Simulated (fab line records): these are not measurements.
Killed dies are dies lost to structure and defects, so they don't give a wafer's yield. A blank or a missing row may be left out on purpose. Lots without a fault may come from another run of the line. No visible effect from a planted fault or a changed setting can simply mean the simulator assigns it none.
fab line records	flow nand_harc
[record] lots = 14	wafers = 42	last_day = 24
route steps=1159 shown A_CONTACT@957 THIN_TSV@1102 END@1159
lots that met no fault: taken from a fault-free run of the same line
start_h: the number of hours between the record's first day and the start of the first shown wafer of the lot	wait_h: hours elapsed since this lot's preceding step	" the same as in the row above	L1.1+2: one row covering several wafers at once	- value missing, or start not given	* or withheld: withheld	< > ~ a bound
route shown NAME@n: a module of which the file shows steps, and the number in the route of the first	usual: mean/standard deviation taken from wafers without a fault	same: alike in all rows	chamber/n: place in a boat	sites: each site's reading	_std_site: their standard deviation	_edge_site: the outer-site mean with the inner-site mean subtracted	radius_mm: for every site, how far away it sits from the centre of the wafer	mask NAME#n: copy n	behind: the most recent tool/chamber to have shaped the wafer	hold: reason for holding the lot/hours on hold/outcome of the hold	device: the n, p or np transistor that did not switch	end of line: at the end of the route, the tests of the same wafers	a step given without rows: its recipe and nothing more	killed: at the first sort, the dies lost to defects and structure; wafer yield is something else	map: a wafer's dies, x killed, . not, _ none there
set.NAME: setting as actually run; set.NAME@STEP: the setting as run at that earlier step	model.NAME: the simulator's own value behind a step, which no gauge read
one table for each step of the route and one row for each wafer, over a sample of lots
services: a tool's chamber out of use, with start hour (start_h, from the record's first day; less than 0 if before it), hours out, and reason
[[steps]]
[step NHARC_A_CONTACT_STRIP_27]
[recipe] time_s = 600	temp_c = 30	chemistry = post_etch_residue_remover
lot.wafer	tool	chamber	start_h	wait_h
L249.3+1+5	wet_bench-02	7,0,1	372.21	-
L250.2+1+3	wet_bench-05	2,3,5	389.80	-
L251.3+2+6	wet_bench-05	4,5,6	395.87	-
L252.2+1+3	wet_bench-05	0,3,4	397.79	-
L254.4+6+3	wet_bench-02	3,4,6	424.28	-
L255.1+5+4	wet_bench-02	0,1,3	429.16	-
L256.1+4+2	wet_bench-02	6,7,1	434.41	-
L264.1+4+3	wet_bench-07	4,7,0	466.22	-
L263.2+4+1	wet_bench-05	5,6,2	466.30	-
L269.2+1+3	wet_bench-07	6,0,2	496.16	-
L266.2+5+4	wet_bench-07	4,7,0	499.40	-
L271.4+1+6	wet_bench-05	6,0,3	523.85	-
L270.3+6+4	wet_bench-02	7,0,3	525.97	-
L272.5+1+4	wet_bench-05	0,2,3	532.74	-
[step NHARC_THIN_TSV_CMP_01]
[recipe] target_thk_um = 3
[usual] motor_current_A = 11.9/1.3	slurry_filter_dp_kPa = 13.51/0.12
lot.wafer	tool	chamber	start_h	wait_h	motor_current_A	slurry_filter_dp_kPa
L249.1	cmp-04	0	406.69	1.0	10.0	13.44
L249.3	"	1	"	"	12.5	13.54
L249.5	"	0	"	"	10.7	13.68
L250.1	cmp-03	3	427.12	1.1	11.9	13.44
L250.2	"	0	"	"	11.3	13.67
L250.3	"	1	"	"	12.9	13.39
L251.3	cmp-01	0	431.52	0.7	12.3	13.57
L251.2	"	1	"	"	11.9	13.43
L251.6	"	3	"	"	10.7	13.33
L252.3	cmp-04	0	432.66	0.6	10.2	13.57
L252.2	"	2	"	"	11.3	13.45
L252.1	"	3	"	"	10.0	13.40
L254.3	cmp-01	3	466.86	0.6	11.5	13.66
L254.4	"	0	"	"	11.4	13.61
L254.6	"	2	"	"	14.9	13.56
L255.1	cmp-03	0	468.04	1.0	11.3	13.55
L255.4	"	1	"	"	12.3	13.59
L255.5	"	1	"	"	12.4	13.63
L256.2	cmp-01	3	472.04	0.8	11.3	13.54
L256.4	"	1	"	"	11.8	13.57
L256.1	"	2	"	"	14.0	13.48
L264.1	cmp-03	0	499.32	1.1	11.1	13.47
L264.4	"	1	"	"	12.4	13.45
L264.3	"	2	"	"	13.4	13.39
L263.4	cmp-03	3	500.49	0.4	11.4	13.49
L263.2	"	1	"	"	12.5	13.45
L263.1	"	2	"	"	14.4	13.56
L269.2	cmp-04	3	530.66	0.8	9.8	13.52
L269.1	"	1	"	"	12.1	13.55
L269.3	"	2	"	"	10.1	13.48
L266.2	cmp-03	0	539.28	0.8	11.4	13.49
L266.4	"	3	"	"	11.4	13.48
L266.5	"	1	"	"	12.7	13.37
L271.4	cmp-03	0	553.49	0.4	11.5	13.55
L271.1	"	2	"	"	12.4	13.48
L271.6	"	0	"	"	11.1	13.49
L270.4	cmp-01	3	554.75	0.5	10.9	13.29
L270.3	"	0	"	"	11.9	13.48
L270.6	"	1	"	"	11.3	13.52
L272.4	cmp-01	2	567.62	0.4	14.6	13.55
L272.1	"	3	"	"	11.4	13.52
L272.5	"	1	"	"	12.4	13.70
[step NHARC_THIN_TSV_CMP_21]
[recipe] t_overpolish_s = 30	target_thk_nm = 2000
[usual] motor_current_A = 11.9/1.3	overpolish_run_s = 30.001/0.0089	slurry_filter_dp_kPa = 13.50/0.13
lot.wafer	tool	chamber	start_h	wait_h	motor_current_A	overpolish_run_s	slurry_filter_dp_kPa
L249.3	cmp-04	0	412.37	-	10.4	30.002	13.51
L249.1	"	1	"	"	12.9	30.001	13.60
L249.5	"	0	"	"	10.3	30.001	13.33
L250.2	cmp-01	3	436.58	-	11.2	29.994	13.81
L250.3	"	0	"	"	11.2	30.011	13.22
L250.1	"	1	"	"	12.0	29.999	13.42
L251.3	cmp-04	3	437.28	-	10.2	30.002	13.64
L251.2	"	0	"	"	10.6	30.003	13.53
L251.6	"	3	"	"	10.0	30.001	13.50
L252.3	cmp-01	0	439.20	-	11.4	30.012	13.94
L252.2	"	2	"	"	14.8	30.009	13.57
L252.1	"	3	"	"	11.2	30.013	13.59
L254.3	cmp-03	1	472.52	-	12.0	30.003	13.56
L254.4	"	0	"	"	11.7	29.995	13.42
L254.6	"	1	"	"	12.3	29.994	13.51
L255.1	cmp-04	1	473.85	-	13.0	30.002	13.49
L255.4	"	2	"	"	11.3	30.006	13.43
L255.5	"	3	"	"	9.7	30.001	13.38
L256.1	cmp-04	3	478.22	-	10.0	30.015	13.58
L256.2	"	0	"	"	10.2	30.005	13.67
L256.4	"	1	"	"	13.6	30.015	13.50
L264.4	cmp-01	3	504.88	-	11.5	30.020	13.53
L264.3	"	0	"	"	11.2	29.992	13.51
L264.1	"	1	"	"	12.1	29.978	13.76
L263.4	cmp-04	3	506.25	-	10.2	30.000	13.73
L263.2	"	1	"	"	13.6	29.989	13.28
L263.1	"	2	"	"	10.8	30.005	13.52
L269.2	cmp-03	3	536.83	-	12.5	30.007	13.42
L269.1	"	0	"	"	11.4	29.991	13.47
L269.3	"	2	"	"	13.2	30.009	13.75
L266.2	cmp-03	1	544.90	-	11.9	30.010	13.45
L266.4	"	3	"	"	11.6	29.991	13.62
L266.5	"	0	"	"	11.2	29.990	13.51
L271.1	cmp-04	1	559.28	-	12.9	30.017	13.39
L271.4	"	2	"	"	10.7	29.999	13.75
L271.6	"	1	"	"	12.7	30.010	13.41
L270.4	cmp-01	2	560.34	-	14.4	30.006	13.61
L270.3	"	0	"	"	11.8	29.996	13.65
L270.6	"	2	"	"	14.1	30.004	13.59
L272.4	cmp-03	0	573.72	-	11.9	30.003	13.65
L272.1	"	1	"	"	12.8	30.006	13.46
L272.5	"	0	"	"	11.8	29.988	13.55
[step NHARC_THIN_TSV_DEGAS_53]
[recipe] temp_c = 300	time_s = 60
[usual] heater_power_w = 483/60
lot.wafer	tool	chamber	start_h	wait_h	heater_power_w
L249.3	pvd_sputter-01	-	412.80	0.1	472
L249.1	"	-	"	"	497
L249.5	"	-	"	"	477
L250.3	pvd_sputter-01	-	437.07	0.1	472
L250.2	"	-	"	"	516
L250.1	"	-	"	"	628
L251.3	pvd_sputter-01	-	438.11	0.5	394
L251.2	"	-	"	"	517
L251.6	"	-	"	"	477
L252.1	pvd_sputter-01	-	443.44	3.9	397
L252.2	"	-	"	"	493
L252.3	"	-	"	"	630
L254.3	pvd_sputter-01	-	472.98	0.1	508
L254.4	"	-	"	"	396
L254.6	"	-	"	"	497
L255.4	pvd_sputter-01	-	474.27	0.1	489
L255.1	"	-	"	"	501
L255.5	"	-	"	"	390
L256.1	pvd_sputter-02	-	478.68	0.1	415
L256.4	"	-	"	"	469
L256.2	"	-	"	"	498
L264.3	pvd_sputter-02	-	505.33	0.1	463
L264.4	"	-	"	"	515
L264.1	"	-	"	"	408
L263.1	pvd_sputter-01	-	506.72	0.1	636
L263.4	"	-	"	"	468
L263.2	"	-	"	"	518
L269.1	pvd_sputter-03	-	537.29	0.1	491
L269.3	"	-	"	"	453
L269.2	"	-	"	"	558
L266.2	pvd_sputter-03	-	545.35	0.1	557
L266.4	"	-	"	"	473
L266.5	"	-	"	"	425
L271.1	pvd_sputter-02	-	559.70	0.1	501
L271.4	"	-	"	"	500
L271.6	"	-	"	"	495
L270.4	pvd_sputter-02	-	560.77	0.1	407
L270.3	"	-	"	"	462
L270.6	"	-	"	"	407
L272.1	pvd_sputter-03	-	574.17	0.1	493
L272.4	"	-	"	"	562
L272.5	"	-	"	"	446
[step NHARC_END_SORT_01]
[recipe] temp_c = 25
[usual] killed_at_array = 28/11	killed_at_other = 0.5/0.87	killed_at_periphery = 2.9/2.2	killed_dies = 32/11	killed_open = 3.2/1.9	killed_short = 1.8/1.4
[same] gross_dies = 677
lot.wafer	tool	chamber	start_h	wait_h	killed_at_array	killed_at_other	killed_at_periphery	killed_dies	killed_open	killed_short
L255.1	prober-02	0	483.48	2.5	110	2	3	115	5	1
L255.4	prober-02	0	485.92	3.4	78	3	5	86	5	4
L255.5	prober-02	0	486.73	3.8	105	3	2	110	5	1
L254.3	prober-01	0	485.09	3.1	68	0	3	71	3	3
L254.4	prober-01	0	485.90	3.4	63	0	0	63	3	2
L254.6	prober-01	0	487.52	4.1	106	0	5	111	7	4
L256.1	prober-01	0	492.94	2.4	84	1	3	88	2	0
L256.2	prober-01	0	493.74	2.7	101	0	0	101	1	2
L256.4	prober-01	0	495.33	3.4	76	0	2	78	2	1
// killed by level:class
L255.1 A_CONTACT:unspecified=84 A_SLIT:chamber_film_flake=9 A_CHANNEL_HOLE_D1:chamber_film_flake=6 A_M0:geometric_particle:open=2 A_ZERO_WELL:chamber_film_flake=2 A_CHANNEL_FILL_D1:chamber_film_flake=2 A_STAIRCASE:chamber_film_flake=2 THIN_TSV:chamber_film_flake=2
L254.3 A_CONTACT:unspecified=48 A_SLIT:chamber_film_flake=8 A_CHANNEL_HOLE_D1:chamber_film_flake=2 A_STAIRCASE:chamber_film_flake=2 A_BLC:chamber_film_flake=2 P_CONTACT:geometric_particle:open=1 P_CONTACT:geometric_particle:short=1 A_ONON_D1:geometric_particle:short=1
L254.4 A_CONTACT:unspecified=42 A_SLIT:chamber_film_flake=9 A_CHANNEL_HOLE_D1:chamber_film_flake=2 A_STAIRCASE:chamber_film_flake=2 A_STAIRCASE:geometric_particle:open=1 A_SGD_CUT:geometric_particle:open=1 A_SGD_CUT:geometric_particle:short=1 A_WL_FILL:geometric_particle:short=1
L255.4 A_CONTACT:unspecified=41 A_CHANNEL_HOLE_D1:chamber_film_flake=15 A_SLIT:chamber_film_flake=11 THIN_TSV:chamber_film_flake=3 P_M0:geometric_particle:open=2 A_ZERO_WELL:chamber_film_flake=2 A_STAIRCASE:chamber_film_flake=2 P_GATE:geometric_particle:open=1
L255.5 A_CONTACT:unspecified=78 A_CHANNEL_HOLE_D1:chamber_film_flake=10 A_SLIT:chamber_film_flake=9 P_M0:geometric_particle:open=2 A_CONTACT:chamber_film_flake=2 THIN_TSV:chamber_film_flake=2 A_ONON_D1:geometric_particle:open=1 A_SGD_CUT:geometric_particle:open=1
L254.6 A_CONTACT:unspecified=79 A_SLIT:chamber_film_flake=16 P_CONTACT:geometric_particle:open=3 A_CHANNEL_HOLE_D1:chamber_film_flake=2 A_BLC:chamber_film_flake=2 P_M0:geometric_particle:open=1 P_M2:geometric_particle:open=1 A_ONON_D1:geometric_particle:short=1
L256.1 A_CONTACT:unspecified=48 A_SLIT:chamber_film_flake=16 A_CHANNEL_HOLE_D1:chamber_film_flake=15 A_CONTACT:chamber_film_flake=3 P_STI:geometric_particle:open=1 STARTING-WAFER:geometric_particle:open=1 P_ZERO_WELL:chamber_film_flake=1 P_GATE:chamber_film_flake=1
L256.2 A_CONTACT:unspecified=75 A_CHANNEL_HOLE_D1:chamber_film_flake=11 A_SLIT:chamber_film_flake=7 A_CONTACT:chamber_film_flake=3 A_ONON_D1:geometric_particle:short=1 A_CHANNEL_FILL_D1:geometric_particle:short=1 A_M1:geometric_particle:open=1 A_ZERO_WELL:chamber_film_flake=1
L256.4 A_CONTACT:unspecified=44 A_SLIT:chamber_film_flake=15 A_CHANNEL_HOLE_D1:chamber_film_flake=12 P_ZERO_WELL:chamber_film_flake=2 A_WL_FILL:geometric_particle:short=1 A_CONTACT:geometric_particle:open=1 A_BLC:geometric_particle:open=1 A_STAIRCASE:chamber_film_flake=1
[[services]]
tool	chamber	start_h	hours	kind
cmp-04	-	351.55	1.0	repair
cmp-03	-	352.86	4.0	pm
pvd_sputter-01	-	354.60	10.0	pm
wet_bench-02	-	356.00	8.0	pm
cmp-03	-	358.28	3.2	repair
wet_bench-05	-	372.80	8.0	pm
cmp-01	-	375.59	4.0	pm
cmp-03	-	379.96	4.2	repair
cmp-04	-	399.73	4.0	pm
pvd_sputter-01	-	422.67	2.7	repair
cmp-03	-	450.86	4.0	pm
wet_bench-02	-	462.99	4.1	repair
cmp-04	-	469.24	3.6	repair
cmp-01	-	473.59	4.0	pm
cmp-03	-	497.16	0.5	repair
cmp-04	-	497.85	4.0	pm
wet_bench-05	-	514.43	1.3	repair
pvd_sputter-01	-	532.68	10.0	pm
cmp-01	-	542.51	0.5	repair
pvd_sputter-01	-	547.44	5.4	repair
wet_bench-05	-	548.80	8.0	pm
cmp-03	-	548.86	4.0	pm
cmp-01	-	571.59	4.0	pm
cmp-04	-	574.06	2.6	repair
[[key]]
[first_sign] step = NHARC_END_SORT_01	reading = killed_dies	direction = up	sigmas = 5.5	usual = 32	struck = 91
[effect] step = NHARC_END_SORT_01	reading = killed_at_array	direction = up	sigmas = 5.4	usual = 28	struck = 88
[more_kills_born_at] NHARC_A_CONTACT_STRIP_27@wet_bench-02 = 539
met_at NHARC_A_CONTACT_STRIP_27
struck_lots L254,L255,L256
tester_left_out L254,L255,L256
not_acting_at NHARC_THIN_TSV_CMP_01,NHARC_THIN_TSV_CMP_21,NHARC_THIN_TSV_DEGAS_53
onset_between 372.21 424.28
[fault] kind = chamber_particle_source	tool = wet_bench-02	chamber = -	onset_h = 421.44	steps = NHARC_A_CONTACT_STRIP_27	rate_per_visit_cm2 = 0.70969	end_h = 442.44
// tester_left_out: of these lots the tester's yield and bins aren't shown, on N5 and GAA mostly nor the transistor test; their killed dies are dies lost to structure and defects alone, not to doping, threshold or leakage, so they don't give the yield
